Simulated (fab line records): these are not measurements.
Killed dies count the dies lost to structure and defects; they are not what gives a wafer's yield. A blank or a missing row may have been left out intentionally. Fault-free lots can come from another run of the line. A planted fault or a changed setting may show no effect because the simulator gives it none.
Split-lot experiment | flow n5-finfet | on a route of 1938 steps: 7 lots, 21 wafers read

SPLIT DETAILS
At N5_BEOL_M12_TRENCH_ETCH_34 (etches SiOC in C4F8/O2/Ar, target depth 318.95 nm, time 125.5 s), the setting time-s was moved away from the recipe's 125.5 s on 4 of the 21 wafers read, by -22.2% to -12.4%. The other wafers ran this setting at the recipe's value.

FROM THE SPLIT TO THE READING: what the file shows between them, 1 step
- N5_BEOL_M12_STRIP_70: strips in C4F8/O2/Ar

THE READING
trench-depth-nm, in nm, at N5_BEOL_M12_OCD_MEAS_35. Typical for fault-free wafers on this fab line: 319 nm, with standard deviation 5 nm.

wafer  | tool, chamber at the split | time-s as run, s | against the recipe | trench-depth-nm, nm | against lot-mates on the recipe
L081.1 | rie-diel-04, 1             | 125.5            | recipe             | 323                 | -
L081.2 | rie-diel-04, 3             | 125.5            | recipe             | 316                 | -
L081.3 | rie-diel-04, 0             | 125.5            | recipe             | 316                 | -
L084.2 | rie-diel-05, 1             | 110              | -12.4%             | 272                 | -49
L084.3 | rie-diel-05, 2             | 125.5            | recipe             | 321                 | -
L084.6 | rie-diel-05, 1             | 110              | -12.4%             | 273                 | -48
L082.2 | rie-diel-05, 1             | 125.5            | recipe             | 315                 | -
L082.4 | rie-diel-05, 2             | 125.5            | recipe             | 325                 | -
L082.6 | rie-diel-05, 1             | 125.5            | recipe             | 319                 | -
L087.1 | rie-diel-03, 2             | 125.5            | recipe             | 322                 | -
L087.2 | rie-diel-03, 1             | 125.5            | recipe             | 318                 | -
L087.3 | rie-diel-03, 0             | 97.68            | -22.2%             | 244                 | -76
L090.2 | rie-diel-03, 3             | 125.5            | recipe             | 326                 | -
L090.3 | rie-diel-03, 1             | 125.5            | recipe             | 319                 | -
L090.5 | rie-diel-03, 1             | 125.5            | recipe             | 323                 | -
L092.2 | rie-diel-05, 2             | 125.5            | recipe             | 324                 | -
L092.4 | rie-diel-05, 0             | 125.5            | recipe             | 325                 | -
L092.6 | rie-diel-05, 2             | 125.5            | recipe             | 322                 | -
L091.2 | rie-diel-03, 3             | 125.5            | recipe             | 320                 | -
L091.3 | rie-diel-03, 1             | 125.5            | recipe             | 317                 | -
L091.6 | rie-diel-03, 1             | 105.1            | -16.3%             | 265                 | -54

FIT RESULTS
A straight line over all 21 wafers: trench-depth-nm changes by +3.57 nm for each +1% of time-s; r = +0.99; the points scatter about the line by 3.5 nm.
The same after taking each lot's own level away (the mean of its wafers on the recipe; 21 wafers): +3.53 nm for each +1%; r = +0.99; scatter 3.2 nm.
That fit puts the effect of the largest move of time-s on the reading at 78 nm.
The span of the lots' own levels, 318.3 to 323.7 nm, comes to 1.1 times the standard deviation stated above.
So the lot-to-lot level changes the slope little: the two slopes agree.
Check: for one of the wafers moved furthest among these (-22.2%), held out of the fit, the line's prediction against its lot-mates is -80.4 nm. Against them it came out at -76 nm.

FURTHER SPLITS ON THESE WAFERS
Note: prior to the reading, these wafers also went through further splits. Each is held against what the fit with the lots' levels taken away leaves over:
other split on the same wafers      | wafers away from the commonest value | r with trench-depth-nm (lot level and that fit taken away)
N5_BEOL_M8_TRENCH_ETCH_37 time-s    | 6                                    | -0.12
N5_BEOL_M10_TRENCH_ETCH_37 source-w | 5                                    | -0.24
N5_BEOL_M10_ETCH_41 source-w        | 7                                    | -0.15
N5_BEOL_M11_ETCH_41 time-s          | 6                                    | -0.02

THE WHOLE CHAIN: every reading that the file lists as answering this split, in the file's order
step                       | what it does                                                    | reading                                                        | change (the file's fit)              | r (the file's)
N5_BEOL_M12_TRENCH_ETCH_34 | etches SiOC in C4F8/O2/Ar, target depth 318.95 nm, time 125.5 s | etch.depth-nm (the simulator's own value, which no gauge read) | +3.47 nm for each +1% of the setting | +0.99
N5_BEOL_M12_OCD_MEAS_35    |                                                                 | trench-depth-nm                                                | +3.48 nm for each +1% of the setting | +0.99

THE FILE'S OWN FIT
trench-depth-nm changes by +3.48 nm for each +1% of time-s, r = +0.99.
